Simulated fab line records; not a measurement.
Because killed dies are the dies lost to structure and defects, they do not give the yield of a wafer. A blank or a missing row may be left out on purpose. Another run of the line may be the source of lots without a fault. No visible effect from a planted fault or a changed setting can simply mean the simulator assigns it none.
Chamber matching ; flow n5 finfet ; rie diel-06 running N5_SD_EPI_P_ETCH_37: 4 sister chambers
The step etches SOC in N2/H2, overetch 108 nm, time 486 s. 16 wafers are shown with their chamber, then 8 later ones without.

## WAFERS WITH THEIR CHAMBER
wafer;chamber;drypump motor current A (A);showerhead plenum p Torr (Torr);throttle valve pct (%)
L076.1;1;4.7;2.50;23.5
L076.2;3;5.9;2.34;23.3
L076.4;0;5.6;2.61;23.5
L079.1;2;5.4;2.68;23.6
L079.2;0;5.6;2.61;23.5
L079.6;0;5.6;2.61;23.5
L082.1;0;5.7;2.60;23.5
L082.2;1;4.7;2.50;23.5
L082.6;1;4.7;2.50;23.5
L084.2;2;5.4;2.68;23.6
L084.4;2;5.4;2.68;23.6
L084.5;3;5.9;2.33;23.3
L089.3;1;4.7;2.49;23.5
L089.4;2;5.4;2.67;23.6
L089.6;2;5.4;2.67;23.6
L090.4;0;5.7;2.60;23.4

SIGNATURES (means of the wafers above)
reading;chamber 0;chamber 1;chamber 2;chamber 3;scatter within a chamber
drypump motor current A;5.640;4.700;5.400;5.900;0.0316
showerhead plenum p Torr;2.6060;2.4975;2.6760;2.3350;0.00552
throttle valve pct;23.480;23.500;23.600;23.300;0.0258
Rule: a wafer lies at a distance from a chamber equal to the root of the sum of squares, over the readings, of (its reading less the chamber's mean, divided by the reading's scatter). The wafer belongs to the nearest chamber; if the next one is less than 2 further off, it can't be placed. The scatter: take each reading less its chamber's mean, square it, sum over the shown wafers, divide by the number of wafers less the number of chambers, and take the root.

## WAFERS WHOSE CHAMBER IS MISSING
wafer;drypump motor current A (A);showerhead plenum p Torr (Torr);throttle valve pct (%)
L090.5;4.7;2.49;23.5
L090.6;5.7;2.60;23.4
L096.2;5.9;2.33;23.3
L096.4;4.7;2.49;23.6
L096.6;5.7;2.60;23.4
L097.2;5.4;2.67;23.6
L097.3;5.9;2.32;23.3
L097.4;4.7;2.49;23.6

## WHICH CHAMBER EACH ONE RAN IN
wafer;from the rows above;in truth
L090.5;1;1
L090.6;0;0
L096.2;3;3
L096.4;1;1
L096.6;0;0
L097.2;2;2
L097.3;3;3
L097.4;1;1
Correct placement for 8 of the 8. Left unplaced by these rows: 0. 0 placed wrongly.
